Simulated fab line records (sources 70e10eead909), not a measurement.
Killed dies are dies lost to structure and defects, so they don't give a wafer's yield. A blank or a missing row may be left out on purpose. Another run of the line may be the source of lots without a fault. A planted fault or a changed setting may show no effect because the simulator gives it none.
Code-filled problem report in 8D (eight disciplines) form ; flow nand_harc ; the parts of the form that need people (team, actions taken, sign-off) are left out

1. THE PROBLEM
Wafers without a fault read 188.46 W, standard deviation 0.14; heater_power_total_W at NHARC_P_M1_SOFTBAKE_04 reads a mean of 205.19 W on 4 wafers belonging to 2 lots. So: +99 or more standard deviations from the usual mean.
The step: time 55 s.
First observed at day 14 11:00: wafer L815.2, on litho_track-04. The record holds 18 wafers of 6 lots with a number at this step. Rule for "out", or "out of limits": more than 4 standard deviations from the usual mean. The other wafers with a number count as sound.

2. WHAT IT IS, AND WHAT IT ISN'T
question;is;is not
which readings at this step;heater_power_total_W;exhaust_pa
which lots;L815, L816;L802, L805, L817, L818
which wafers of those lots;L815.2, L815.5, L816.2, L816.5;L815.6, L816.1
read on which tools;litho_track-04;litho_track-01
when;from day 14 11:00;"up to then (7 sound wafers); but 7 sound wafers of L816, L817, L818 came after"

3. SUSPECTS, AND WHAT RULES EACH OUT
Counting: if a tool at a process step up to the reading ran every lot that is out, it stays a suspect. Sound lots after the first of them don't rule it out here, since some wafers of a struck lot are sound.
- cmp-01 at NHARC_P_M0_CMP_23 (polishes, t overpolish 20 s, target thk 117.54 nm): kept. Ran every lot that is out, first one L815 (day 14 09:44); last sound lot up to then L802 (day 9 09:41).
- pecvd-03 at NHARC_P_M0_PRE_CLEAN_31 (time 12 s): kept. Ran every lot that is out, first one L815 (day 14 10:13); last sound lot up to then L802 (day 9 10:15).
- pecvd-03 at NHARC_P_M0_DEP_32 (deposits SiCN, target thk 30 nm): kept. Ran every lot that is out, first one L815 (day 14 10:22); last sound lot up to then L802 (day 9 10:23).
- litho_track-04 at NHARC_P_M1_SOFTBAKE_04 (time 55 s): kept. Ran every lot that is out, first one L815 (day 14 11:00); last sound lot up to then L805 (day 10 00:00). Out on those wafers are its own readings of heater_power_total_W.
Left after counting: cmp-01 at NHARC_P_M0_CMP_23, pecvd-03 at NHARC_P_M0_PRE_CLEAN_31, pecvd-03 at NHARC_P_M0_DEP_32, litho_track-04 at NHARC_P_M1_SOFTBAKE_04.

4. THE CAUSE (what the simulator had put in)
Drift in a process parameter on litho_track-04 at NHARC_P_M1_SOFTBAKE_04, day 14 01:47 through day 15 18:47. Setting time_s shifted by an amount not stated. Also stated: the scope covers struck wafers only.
Counting left 4 suspects, and this tool is among them.

5. THE EFFECT CHAIN, in route order
Each row: a reading whose mean over the struck wafers that have a number lies more than 3 standard deviations from the usual. Only readings whose record carries a usual standard deviation are examined. hours: median over the lots of the time between each lot's start at the first step of this table that gives one and its start at this step. sigmas: the change, counted in usual standard deviations.
hours;step;reading;usual;on struck wafers;change;sigmas
0;NHARC_P_M1_SOFTBAKE_04;heater_power_total_W;188.46 W;205.19;+16.73;+99 or more
It contains these process steps:
- NHARC_P_M1_SOFTBAKE_04: time 55 s.
At these later measuring or inspecting steps, every struck wafer for which the step has a row has a number for every such reading, and none has moved that far: NHARC_END_SORT_01.

6. HOW IT WOULD HAVE BEEN CAUGHT EARLIER
In this record no reading fell out of limits until day 14 11:00, 9 hours after the fault had begun at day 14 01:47.
